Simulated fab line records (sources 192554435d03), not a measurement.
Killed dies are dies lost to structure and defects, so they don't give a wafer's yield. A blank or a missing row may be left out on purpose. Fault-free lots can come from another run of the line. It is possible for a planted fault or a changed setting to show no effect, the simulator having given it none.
2 desks, one fault -- flow n5 finfet -- each desk holds nothing but its own numbers, with what lay behind them at the end

== DESK OF THE TOOL OWNER: litho track-02 ==
The tool's own readings at N5_SD_EPI_P_PEB_07 (peb time 60 s): means of the sampled wafers that have a number, for each lot that ran on this tool. Marked OUT: a lot whose mean sits more than 4 standard deviations from the usual mean, which makes it out of limits; the brackets give that distance.
Columns: A = heater power total W at N5_SD_EPI_P_PEB_07, usual 175.1 W
lot,first seen here,A
L816,day 4 12:42,175.1
L820,day 5 19:04,174.4
L822,day 6 08:20,182.2 (+4.2) OUT
L823,day 6 11:29,188.6 (+7.9) OUT
L827,day 7 04:49,185.2 (+5.9) OUT
This desk finds L822, L823, L827 out of limits, L822 being first, at day 6 08:20 (heater power total W at N5_SD_EPI_P_PEB_07). L816, L820 stayed within limits.

== AT THE METROLOGY DESK ==
Lot by lot, what the gauges showed, no matter which tool ran the lot: averages of those sampled wafers that carry a number. Marked OUT: a lot whose mean sits more than 4 standard deviations from the usual mean, which makes it out of limits; the brackets give that distance. Of its 11 readings 7 are shown: the one that was out of limits first, and those that lie furthest out on some lot.
Columns: A = cd nm at N5_SD_EPI_P_CD_MEAS_09, usual 240.1 nm; B = DIBL_N at N5_BEOL_M4_RC_MEAS_101, usual 36.9 mV/V; C = DIBL_P at N5_BEOL_M4_RC_MEAS_101, usual 36.7 mV/V; D = IOFF_N at N5_BEOL_M4_RC_MEAS_101, usual 0.17 nA/um; E = SS_P at N5_BEOL_M4_RC_MEAS_101, usual 73.4 mV/dec; F = VT_N at N5_BEOL_M4_RC_MEAS_101, usual 249 mV; G = VT_P at N5_BEOL_M4_RC_MEAS_101, usual -250 mV
lot,first seen here,A,B,C,D,E,F,G
L816,day 4 12:46,239.9,37.0,38.7,0.18,73.4,247,-248
L820,day 5 19:08,240.1,34.9,35.1,0.14,72.4,252,-250
L822,day 6 08:24,238.3,35.3,34.6,0.14,72.4,252,-249
L823,day 6 11:33,237.0 (-4.4) OUT,36.3,37.6,0.16,73.2,250,-247
L827,day 7 04:52,237.4,36.8,36.6,0.15,72.8,252,-252
L829,day 7 22:48,239.7,36.1,34.9,0.16,73.0,249,-245
L830,day 7 23:17,239.7,37.2,37.2,0.18,73.6,248,-245
L831,day 8 06:25,241.0,35.9,37.4,0.16,73.4,249,-249
L832,day 8 11:58,240.3,34.4,33.5,0.13,73.3,255,-252
This desk finds L823 out of limits, L823 being first, at day 6 11:33 (cd nm at N5_SD_EPI_P_CD_MEAS_09). L816, L820, L822, L827, L829, L830, L831, L832 stayed within limits.

== BROUGHT TOGETHER ==
The tool owner's desk had the chance to raise an alarm at day 6 08:20 on L822, L823, L827.
The metrology desk could have raised an alarm at day 6 11:33, on L823.
The metrology desk holds a record of L822, L827, inside its limits.
On litho track-02, each named lot ran N5_SD_EPI_P_PEB_07.

== WHAT THE SIMULATOR HAD INSERTED ==
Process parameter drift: litho track-02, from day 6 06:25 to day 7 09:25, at N5_SD_EPI_P_PEB_07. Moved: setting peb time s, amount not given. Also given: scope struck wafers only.
Lots struck among those shown: L822, L823, L827.
Fault start to first reading out of limits, in hours, per desk: tool owner, 2; metrology, 5.
